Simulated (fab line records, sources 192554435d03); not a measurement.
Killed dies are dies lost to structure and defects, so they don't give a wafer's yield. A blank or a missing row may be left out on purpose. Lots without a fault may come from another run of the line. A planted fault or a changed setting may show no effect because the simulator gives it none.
Which tool did it? | flow n5_finfet | 12 lots, 30 wafers sampled, at 2 steps of a route of 1938

WHAT THE GAUGES READ, wafer by wafer
N5_BEOL_M8_OCD_MEAS_38.
lot  | measured     | on     | trench_depth_nm (nm)
L481 | day 9 22:47  | ocd-01 | 97.6 92.1
L482 | day 10 08:42 | ocd-01 | 94.2 88.5
L483 | day 10 14:44 | ocd-02 | 94.0 93.7 92.4
L486 | day 10 21:53 | ocd-02 | 98.3 93.7
L484 | day 10 22:21 | ocd-02 | 97.2 93.0
L485 | day 11 01:03 | ocd-01 | 94.1 92.9
L490 | day 12 04:52 | ocd-02 | 95.0 92.3 94.9
L492 | day 12 09:10 | ocd-01 | 93.0 91.4 95.1
L497 | day 13 21:41 | ocd-01 | 93.5 91.1 93.5
L498 | day 14 13:15 | ocd-01 | 94.7 91.4
L499 | day 14 17:33 | ocd-01 | 94.0 98.0 92.5
L502 | day 15 15:05 | ocd-01 | 92.3 92.8 93.0

WHICH TOOL RAN EACH LOT (tool, then ch and the chambers of the sampled wafers, then the start)
lot  | N5_BEOL_M8_STRIP_36
L481 | rie_diel-06 ch 0,1, day 9 22:35
L482 | rie_diel-04 ch 1,3, day 10 08:30
L483 | rie_diel-06 ch 0,2,3, day 10 14:32
L486 | rie_diel-06 ch 0,1, day 10 21:42
L484 | rie_diel-06 ch 1,3, day 10 22:09
L485 | rie_diel-04 ch 0,2, day 11 00:51
L490 | rie_diel-04 ch 0,2,3, day 12 04:40
L492 | rie_diel-05 ch 0,1,3, day 12 08:58
L497 | rie_diel-04 ch 0,2,3, day 13 21:29
L498 | rie_diel-05 ch 0,2, day 14 13:03
L499 | rie_diel-06 ch 0,1,3, day 14 17:22
L502 | rie_diel-04 ch 2,3, day 15 14:53
- N5_BEOL_M8_STRIP_36: strips in N2/H2.

WHAT THE TOOLS THEMSELVES READ (means of the sampled wafers that have a number; where no wafer has one, the mark that the record gives instead)
N5_BEOL_M8_STRIP_36.
lot  | tool        | drypump_motor_current_A (A) | h2_flow_sccm (sccm) | oes_product_au (a.u.) | rf_vpp_V (V) | showerhead_plenum_p_Torr (Torr) | throttle_valve_pct (%)
L481 | rie_diel-06 | 6.4                         | 200.0               | 0.77                  | 58.8         | 2.65                            | 23.7
L482 | rie_diel-04 | 6.0                         | 199.5               | 0.74                  | 61.2         | 2.60                            | 23.6
L483 | rie_diel-06 | 5.8                         | 200.5               | 0.80                  | 60.3         | 2.58                            | 23.7
L486 | rie_diel-06 | 6.5                         | 200.5               | 0.77                  | 59.1         | 2.65                            | 23.7
L484 | rie_diel-06 | 5.8                         | 200.4               | 0.78                  | 59.6         | 2.66                            | 23.6
L485 | rie_diel-04 | 5.7                         | 200.0               | 0.81                  | 60.1         | 2.56                            | 23.5
L490 | rie_diel-04 | 5.9                         | 199.8               | 0.80                  | 58.2         | 2.57                            | 23.6
L492 | rie_diel-05 | 6.0                         | 199.7               | 0.74                  | 58.3         | 2.62                            | 23.3
L497 | rie_diel-04 | 5.9                         | 199.9               | 0.78                  | 60.5         | 2.56                            | 23.6
L498 | rie_diel-05 | 5.8                         | 199.8               | 0.80                  | 58.5         | 2.54                            | 23.1
L499 | rie_diel-06 | 6.0                         | 199.6               | 0.72                  | 59.4         | 2.63                            | 23.8
L502 | rie_diel-04 | 6.3                         | 200.2               | 0.76                  | 58.0         | 2.60                            | 23.8

THE ANSWER, worked out from the rows above alone
Rule: what is usual is taken from the lots themselves. Put in order of their means at a reading, lots are off if they are a third of the lots or fewer, leave a main group of 4 or more, and stand apart from it by a gap of 3 or more times the standard deviation of the main group's means; of several such gaps the widest counts. A main group whose means are all the same, to the digits that the tables above print for the reading, isn't used. A lot without any number at a reading at which 4 lots or more have one is off too. The other lots that the step has rows for count as sound. The gauges are gone through in route order, then the tools' own readings, and for those a lot's mean is taken as printed above. The first step at which some lot is off is used, and at that step the reading that is off furthest; a lot without a number counts as furthest.
No lot is off at any reading shown: from this, nothing can be told.

WHAT THE SIMULATOR HAD PUT IN
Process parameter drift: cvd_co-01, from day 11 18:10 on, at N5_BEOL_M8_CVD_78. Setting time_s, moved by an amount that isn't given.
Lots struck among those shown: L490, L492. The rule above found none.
